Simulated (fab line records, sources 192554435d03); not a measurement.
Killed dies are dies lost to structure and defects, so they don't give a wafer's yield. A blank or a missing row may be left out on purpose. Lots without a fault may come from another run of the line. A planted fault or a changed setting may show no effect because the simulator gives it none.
Split-lot experiment | flow n5_finfet | 7 lots, 21 wafers read, on a route of 1938 steps

THE SPLIT
At N5_PASSIVATION_PASS_ETCH_74 (etches SiNx in CF4/O2, target depth 220 nm, time 110 s), the setting source_w was moved away from the recipe's 535 W on 4 of the 21 wafers read, by -16.3% to +5.6%. The other wafers ran this setting at the recipe's value.

The file shows no step between the split and the reading.

THE READING
TV_OPEN.cd_offset_nm (the simulator's own value, which no gauge read), in nm, at N5_PASSIVATION_VIA_ETCH_13 (etches SiO2 in CHF3/O2, target depth 660 nm, time 330 s). The file gives no usual value for it. The 17 wafers here that ran the recipe average 1.7 nm, standard deviation 0.59 nm.

wafer  | tool, chamber at the split | source_w as run, W | against the recipe | TV_OPEN.cd_offset_nm, nm | against lot-mates on the recipe
L077.1 | rie_diel-04, 0,3           | 535                | recipe             | 1.4                      | -
L077.2 | rie_diel-04, 3             | 535                | recipe             | 1.4                      | -
L077.6 | rie_diel-04, 0,3           | 535                | recipe             | 1.4                      | -
L081.2 | rie_diel-04, 1             | 471.9              | -11.8%             | 3.4                      | +2.0
L081.4 | rie_diel-04, 3             | 471.9              | -11.8%             | 2.6                      | +1.2
L081.5 | rie_diel-04, 0             | 535                | recipe             | 1.4                      | -
L083.4 | rie_diel-01, 3             | 535                | recipe             | 1.6                      | -
L083.5 | rie_diel-01, 0             | 535                | recipe             | 2.4                      | -
L083.6 | rie_diel-01, 2             | 535                | recipe             | 1.4                      | -
L084.1 | rie_diel-05, 1             | 535                | recipe             | 0.6                      | -
L084.4 | rie_diel-05, 0             | 447.9              | -16.3%             | 3.4                      | +2.4
L084.6 | rie_diel-05, 2             | 535                | recipe             | 1.4                      | -
L088.1 | rie_diel-05, 0,2           | 535                | recipe             | 2.4                      | -
L088.2 | rie_diel-05, 0,2           | 535                | recipe             | 1.8                      | -
L088.5 | rie_diel-05, 2             | 535                | recipe             | 1.6                      | -
L090.2 | rie_diel-01, 2,0           | 535                | recipe             | 2.6                      | -
L090.3 | rie_diel-01, 3             | 565                | +5.6%              | 2.2                      | -0.6
L090.6 | rie_diel-01, 2,0           | 535                | recipe             | 3                        | -
L092.1 | rie_diel-05, 1             | 535                | recipe             | 1                        | -
L092.4 | rie_diel-05, 0             | 535                | recipe             | 2                        | -
L092.5 | rie_diel-05, 2             | 535                | recipe             | 1.6                      | -
Where a row lists several chambers, the file gives one row for several wafers and doesn't say which wafer went through which chamber.

THE FIT
A straight line over all 21 wafers: TV_OPEN.cd_offset_nm changes by -0.0916 nm for each +1% of source_w; r = -0.61; the points scatter about the line by 0.62 nm.
The same after taking each lot's own level away (the mean of its wafers on the recipe; 21 wafers): -0.139 nm for each +1%; r = -0.91; scatter 0.34 nm.
On that fit, the largest move of source_w shifts the reading by 2.3 nm.
The lots' own levels span 1.00 to 2.80 nm, that is 3.1 times the standard deviation above.
So the lot-to-lot level blurs the effect unless lot-mates are compared.
Check: with one of the wafers moved furthest among these (-16.3%) left out of the fit, the line predicts +2.16 nm for it against its lot-mates. It came out at +2.4 nm against them.

OTHER SPLITS ON THESE WAFERS
These wafers also went through other splits before the reading. Each is held against what the fit with the lots' levels taken away leaves over:
other split on the same wafers   | wafers away from the commonest value | r with TV_OPEN.cd_offset_nm (lot level and that fit taken away)
N5_BEOL_M13_ETCH_68 time_s       | 9                                    | +0.25
N5_BEOL_M15_ILD_DEP_00 time_s    | 8                                    | +0.13
N5_MIM_BOT_SPUTTER_00 time_s     | 8                                    | +0.13
N5_PASSIVATION_EXPOSE_07 dose_mj | 6                                    | +0.11

THE WHOLE CHAIN: every reading that the file lists as answering this split, in the file's order
step                        | what it does                                            | reading                                                               | change (the file's fit)               | r (the file's)
N5_PASSIVATION_PASS_ETCH_74 | etches SiNx in CF4/O2, target depth 220 nm, time 110 s  | TV_OPEN.cd_offset_nm (the simulator's own value, which no gauge read) | -0.117 nm for each +1% of the setting | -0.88
N5_PASSIVATION_VIA_ETCH_13  | etches SiO2 in CHF3/O2, target depth 660 nm, time 330 s | TV_OPEN.cd_offset_nm (the simulator's own value, which no gauge read) | -0.141 nm for each +1% of the setting | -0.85

THE FILE'S OWN FIT
TV_OPEN.cd_offset_nm changes by -0.141 nm for each +1% of source_w, r = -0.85.
